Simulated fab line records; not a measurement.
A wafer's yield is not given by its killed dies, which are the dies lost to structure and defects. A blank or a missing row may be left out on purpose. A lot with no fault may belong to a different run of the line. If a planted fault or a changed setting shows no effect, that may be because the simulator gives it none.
One fault seen from 2 desks -- flow n5 finfet -- only its own numbers are on each desk; what lay behind them is given at the end

== TOOL OWNER'S DESK, rie diel-01 ==
The tool's own readings at N5_BEOL_M1_ETCH_64 (etches SOC in N2/H2, target depth 75 nm, overetch 15 nm, time 112.5 s): means of the sampled wafers that have a number, for each lot that ran on this tool. The brackets show how far a lot's mean lies from the usual mean; more than 4 standard deviations puts the lot out of limits, marked OUT.
Columns: A = drypump motor current A at N5_BEOL_M1_ETCH_64, usual 5.8 A; B = oes product au at N5_BEOL_M1_ETCH_64, usual 0.62 a.u.; C = rf fwd power W at N5_BEOL_M1_ETCH_64, usual 836.6 W; D = rf vpp V at N5_BEOL_M1_ETCH_64, usual 524 V; E = showerhead plenum p Torr at N5_BEOL_M1_ETCH_64, usual 2.53 Torr; F = throttle valve pct at N5_BEOL_M1_ETCH_64, usual 17.8 %
lot,first seen here,A,B,C,D,E,F
L330,day 7 13:24,5.5,0.62,836.5,525,2.55,17.7
L333,day 8 05:38,5.8,0.55,971.7 (+56) OUT,496 (-9.3) OUT,2.41,17.8
L335,day 8 22:26,5.8,0.54,972.9 (+57) OUT,497 (-9.1) OUT,2.41,17.8
Finding of this desk: L333, L335 out of limits; the first was L333 at day 8 05:38, on rf fwd power W at N5_BEOL_M1_ETCH_64. In limits: L330.

== METROLOGY DESK ==
What the gauges read, lot by lot, whatever tool the lot ran on: means of the sampled wafers that have a number. The brackets show how far a lot's mean lies from the usual mean; more than 4 standard deviations puts the lot out of limits, marked OUT. Readings shown: 7 of its 12, picked as those furthest out on some lot.
Columns: A = M0_RS at N5_BEOL_M0_RS_MEAS_126, usual 0.536 ohm/sq; B = IOFF_N at N5_BEOL_M4_RC_MEAS_101, usual 0.14 nA/um; C = IOFF_P at N5_BEOL_M4_RC_MEAS_101, usual 0.20 nA/um; D = ION_N at N5_BEOL_M4_RC_MEAS_101, usual 667 uA/um; E = ION_P at N5_BEOL_M4_RC_MEAS_101, usual 460 uA/um; F = VT_N at N5_BEOL_M4_RC_MEAS_101, usual 252 mV; G = VT_P at N5_BEOL_M4_RC_MEAS_101, usual -251 mV
lot,first seen here,A,B,C,D,E,F,G
L324,day 5 23:35,0.542,0.13,0.20,668,466,249,-249
L327,day 6 19:59,0.551,0.21,0.25,681,466,246,-248
L330,day 7 10:14,0.541,0.21,0.25,680,467,248,-248
L333,day 8 04:47,0.516,0.12,0.17,655,449,255,-253
L335,day 8 20:55,0.575,0.15,0.20,667,456,250,-252
L336,day 9 02:17,0.524,0.14,0.20,666,465,251,-251
L342,day 10 13:44,0.524,0.20,0.28,676,467,246,-246
L343,day 10 15:14,0.525,0.17,0.23,662,459,250,-252
L344,day 11 01:14,0.540,0.09,0.16,632,443,260,-254
L346,day 11 09:38,0.548,0.15,0.21,678,468,248,-250
L347,day 11 23:48,0.532,0.12,0.18,668,460,254,-254
This desk found nothing out of limits on any of the 11 lots.

== BROUGHT TOGETHER ==
The tool owner's desk had the chance to raise an alarm at day 8 05:38 on L333, L335.
At the metrology desk, nothing out of limits was observed.
The metrology desk has L333, L335 on record, within its limits.
Every lot named ran N5_BEOL_M1_ETCH_64 on rie diel-01.

== WHAT WAS PUT IN BY THE SIMULATOR ==
rie diel-01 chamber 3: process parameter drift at N5_BEOL_M1_ETCH_64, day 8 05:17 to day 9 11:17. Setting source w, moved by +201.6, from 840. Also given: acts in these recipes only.
Lots struck among those shown: L333, L335.
How many hours passed from the start of the fault until each desk's first out-of-limits reading: the tool owner's desk, 0.
